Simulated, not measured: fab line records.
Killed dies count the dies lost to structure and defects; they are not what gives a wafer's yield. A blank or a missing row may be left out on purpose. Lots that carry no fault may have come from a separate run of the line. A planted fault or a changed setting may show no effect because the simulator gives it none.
Matching of chambers    flow nandHarc    NHARC_P_M0_CMP_23 on cmp-03 has 4 sister chambers
The step polishes, t overpolish 20 s, target thk 117.53 nm. 4 wafers are shown with their chamber, then 11 later ones without.

== WAFERS WITH THEIR CHAMBER ==
wafer   chamber  motorCurrentA (A)
L088.2  0        10.8
L088.3  3        13.0
L088.4  2        13.7
L085.3  1        10.9

== WAFERS MISSING THEIR CHAMBER ==
wafer   motorCurrentA (A)
L085.4  10.4
L085.5  12.1
L089.4  10.5
L089.5  12.7
L089.6  10.8
L092.2  10.6
L092.3  12.9
L092.6  12.0
L096.3  10.3
L096.4  13.7
L096.5  10.7

== WHICH CHAMBER EACH WENT THROUGH ==
wafer   from the rows above                in truth
L085.4  can't be placed: 0 or 1            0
L085.5  can't be placed: 3 or 1 or 0 or 2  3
L089.4  can't be placed: 0 or 1            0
L089.5  can't be placed: 3 or 2            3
L089.6  can't be placed: 0 or 1            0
L092.2  can't be placed: 0 or 1            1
L092.3  can't be placed: 3 or 2            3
L092.6  can't be placed: 3 or 1 or 0 or 2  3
L096.3  can't be placed: 0 or 1            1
L096.4  can't be placed: 2 or 3            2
L096.5  can't be placed: 0 or 1            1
Correctly placed: 0 of 11. Not placeable from these rows: 11 (in 11, the candidates include the true chamber). Placed wrongly: 0.
How it was worked out, from the rows above alone: a wafer's distance from a chamber is the root of the sum, over the readings, of the square of ((its reading less the chamber's mean) divided by the reading's scatter). If the next closest chamber is less than 2 further off than the closest, the wafer can't be placed; otherwise it belongs to the closest. Each chamber's mean is taken over the wafers shown for it. The scatter: root of mean squared gap, hidden wafer to nearest shown wafer, with one shown wafer a chamber.
